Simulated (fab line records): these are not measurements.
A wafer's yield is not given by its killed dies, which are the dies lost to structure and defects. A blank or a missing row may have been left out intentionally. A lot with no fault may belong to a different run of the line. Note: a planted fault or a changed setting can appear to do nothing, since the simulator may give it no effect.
2 desks, one fault :: flow n5 finfet :: each desk has only its own numbers; what lay behind them comes last

THE METROLOGY DESK
Lot by lot, what the gauges showed, no matter which tool ran the lot: averages of those sampled wafers that carry a number. The brackets show how far a lot's mean lies from the usual mean; more than 4 standard deviations puts the lot out of limits, marked OUT.
Columns: A = M10_THK at N5_BEOL_M10_THK_MEAS_53, usual 141.7 nm
lot: L765
first seen here: day 10 08:59
A: 143.1

lot: L766
first seen here: day 10 14:54
A: 140.2

lot: L768
first seen here: day 10 22:17
A: 139.7

lot: L771
first seen here: day 11 14:31
A: 141.6

lot: L773
first seen here: day 11 23:47
A: 141.3

lot: L776
first seen here: day 13 08:26
A: 141.9

lot: L781
first seen here: day 14 06:45
A: 140.2

lot: L782
first seen here: day 15 04:22
A: 139.9

lot: L786
first seen here: day 15 18:11
A: 140.1

lot: L787
first seen here: day 15 22:10
A: 144.5
Finding of this desk: none of the 10 lots has anything out of limits.

TOOL OWNER'S DESK, rie diel-04
The tool's own readings at N5_BEOL_M11_ETCH_61 (etches SiARC in CF4, target depth 39 nm, time 65 s): means of the sampled wafers that have a number, for each lot that ran on this tool. The brackets show how far a lot's mean lies from the usual mean; more than 4 standard deviations puts the lot out of limits, marked OUT.
Columns: A = drypump motor current A at N5_BEOL_M11_ETCH_61, usual 5.6 A; B = etch rf on time s at N5_BEOL_M11_ETCH_61, usual 64.9 s; C = mfc ar sccm at N5_BEOL_M11_ETCH_61, usual 100.02 sccm; D = oes product au at N5_BEOL_M11_ETCH_61, usual 0.67 a.u.; E = rf vpp V at N5_BEOL_M11_ETCH_61, usual 183.2 V; F = showerhead plenum p Torr at N5_BEOL_M11_ETCH_61, usual 2.07 Torr; G = throttle valve pct at N5_BEOL_M11_ETCH_61, usual 15.48 %
lot: L765
first seen here: day 10 12:37
A: 6.0
B: 63.7
C: 100.38
D: 0.66
E: 182.6
F: 2.03
G: 15.44

lot: L766
first seen here: day 10 18:46
A: 5.9
B: 65.0
C: 99.68
D: 0.64
E: 181.7
F: 2.01
G: 15.49

lot: L771
first seen here: day 11 16:52
A: 5.4
B: 65.2
C: 100.00
D: 0.69
E: 182.4
F: 2.03
G: 15.55

lot: L776
first seen here: day 13 10:01
A: 5.6
B: 65.3
C: 100.17
D: 0.68
E: 181.9
F: 2.01
G: 15.44

lot: L781
first seen here: day 14 10:07
A: 5.9
B: 58.2 (-6.1) OUT
C: 100.16
D: 0.68
E: 182.7
F: 2.01
G: 15.52

lot: L782
first seen here: day 15 05:52
A: 5.4
B: 59.2 (-5.2) OUT
C: 100.18
D: 0.79
E: 183.9
F: 2.11
G: 15.42
Finding of this desk: L781, L782 out of limits; the first was L781 at day 14 10:07, on etch rf on time s at N5_BEOL_M11_ETCH_61. L765, L766, L771, L776: within limits.

TAKEN TOGETHER
At day 14 10:07, on L781, L782, the tool owner's desk was in a position to raise an alarm.
At the metrology desk, nothing out of limits was observed.
The metrology desk has L781, L782 on record, within its limits.
Every lot named ran N5_BEOL_M11_ETCH_61 on rie diel-04.

WHAT THE SIMULATOR HAD INSERTED
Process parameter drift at N5_BEOL_M11_ETCH_61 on rie diel-04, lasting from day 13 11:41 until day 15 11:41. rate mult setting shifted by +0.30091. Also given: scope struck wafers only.
Struck lots among those shown: L781, L782.
Hours from the fault's start to each desk's first reading out of limits: the tool owner's desk, 22.
